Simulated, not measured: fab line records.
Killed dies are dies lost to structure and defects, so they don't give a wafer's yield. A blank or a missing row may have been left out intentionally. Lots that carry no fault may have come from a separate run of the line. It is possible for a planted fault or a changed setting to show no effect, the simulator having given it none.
Comparing a struck lot with a sound one | flow nand harc | 15 out of 1302 route steps
Sound: these wafers, L333.1, L333.3, L333.5. The struck wafers were L339.3, L339.4, L339.5. The cause comes at the end.
Order at every step that has rows: each side's tool, ch and its chambers, its first start. Under that, the readings that differ: sound wafers | struck wafers | difference of the means | sigmas: that difference in standard deviations of wafers without a fault.
alike: readings whose means differ by less than 2 such deviations, and words and numbers that are the same on both sides. not compared: withheld readings, readings that some wafer has no value for, bounds like >300 that may hide the same value, and numbers for which the record gives no deviation and whose values overlap.
A row with sigmas, a row that says differs or no value, or rows on one side alone: a step with any of these is where the two part. Numbers that have no deviation but don't overlap get no sigmas and don't part them. Lack of a reading on every wafer of one side parts them only where that side has two or more wafers.

NHARC_P_CONTACT_INSPECT_14:
  sound: defect inspect-01 at day 8 06:22; struck: defect inspect-02 at day 10 09:30
  alike: raw defect count
NHARC_P_CONTACT_DESCUM_17: chemistry O2, time 3 s.
  sound on rie diel-12 ch 0,1,3, day 8 06:26; struck on rie diel-08 ch 2,3, day 10 09:34
  alike: drypump motor current A, oes product au, rf vpp V, showerhead plenum p Torr, throttle valve pct
  not compared: rf hours counter h
NHARC_P_CONTACT_ETCH_35: etches the open film in CF4, target depth 39 nm, time 65 s.
  sound on rie diel-12 ch 0,2, day 8 06:30; struck on rie diel-08 ch 0,2,3, day 10 09:38
  alike: drypump motor current A, oes product au, rf vpp V, showerhead plenum p Torr, throttle valve pct
  not compared: rf hours counter h
NHARC_P_CONTACT_ETCH_36: etches the open film in N2/H2, target depth 260 nm, time 406.25 s.
  sound on rie diel-12 ch 0,1,3; struck on rie diel-08 ch 0,1,3
  alike: drypump motor current A, oes product au, rf vpp V, showerhead plenum p Torr, throttle valve pct
  not compared: rf hours counter h
then, 2 steps without rows for these wafers: NHARC_P_CONTACT_ETCH_18 (etches the open film in C4F8/O2/Ar, target depth 481 nm, time 240.5 s); NHARC_P_CONTACT_STRIP_37 (strips in C4F8/O2/Ar).
NHARC_P_CONTACT_ETCH_31: etches the open film in CH3F/O2, target depth 30 nm, time 85.7 s.
  sound on rie diel-12 ch 1,3; struck on rie diel-08 ch 2,3
  alike: drypump motor current A, oes product au, rf vpp V, showerhead plenum p Torr, throttle valve pct
  not compared: rf hours counter h
NHARC_P_CONTACT_CD_MEAS_19:
  sound: cd sem-01 at day 8 07:17; struck: cd sem-01 at day 10 10:26
  alike: cd nm
NHARC_P_CONTACT_STRIP_28: strips in O2.
  sound on rie diel-10 ch 0,1, day 8 07:23; struck on rie diel-12 ch 0,3, day 10 10:30
  reading                | sound                | struck               | difference | sigmas
  throttle valve pct (%) | 17.037 17.046 17.046 | 17.030 17.024 17.013 | -0.021     | -2
  alike: drypump motor current A, oes product au, rf vpp V, showerhead plenum p Torr
  not compared: rf hours counter h
then, 3 steps without rows for these wafers: NHARC_P_CONTACT_STRIP_29 (strips in post etch residue remover, time 1200 s); NHARC_P_CONTACT_DEGAS_38 (time 60 s); NHARC_P_CONTACT_PRE_CLEAN_39 (time 19.5 s).
NHARC_P_CONTACT_PVD_32: deposits Ti, target thk 5 nm, time 17.7 s.
  sound: pvd sputter-01 at day 8 08:08; struck: pvd sputter-03 at day 10 11:33
  alike: throttle valve pct
then, 1 step without rows for these wafers: NHARC_P_CONTACT_ALD_22 (deposits TiN, target thk 3 nm, pulse time 1 s, ald cycles 150).
NHARC_END_SORT_01:
  the record has rows for the sound wafers here (prober-02 ch 0, day 25 20:18) and none for the struck ones

== WHERE THEY PART ==
At NHARC_P_CONTACT_STRIP_28 first; at NHARC_END_SORT_01 last (within this record only).

WHY: what the simulator had put in
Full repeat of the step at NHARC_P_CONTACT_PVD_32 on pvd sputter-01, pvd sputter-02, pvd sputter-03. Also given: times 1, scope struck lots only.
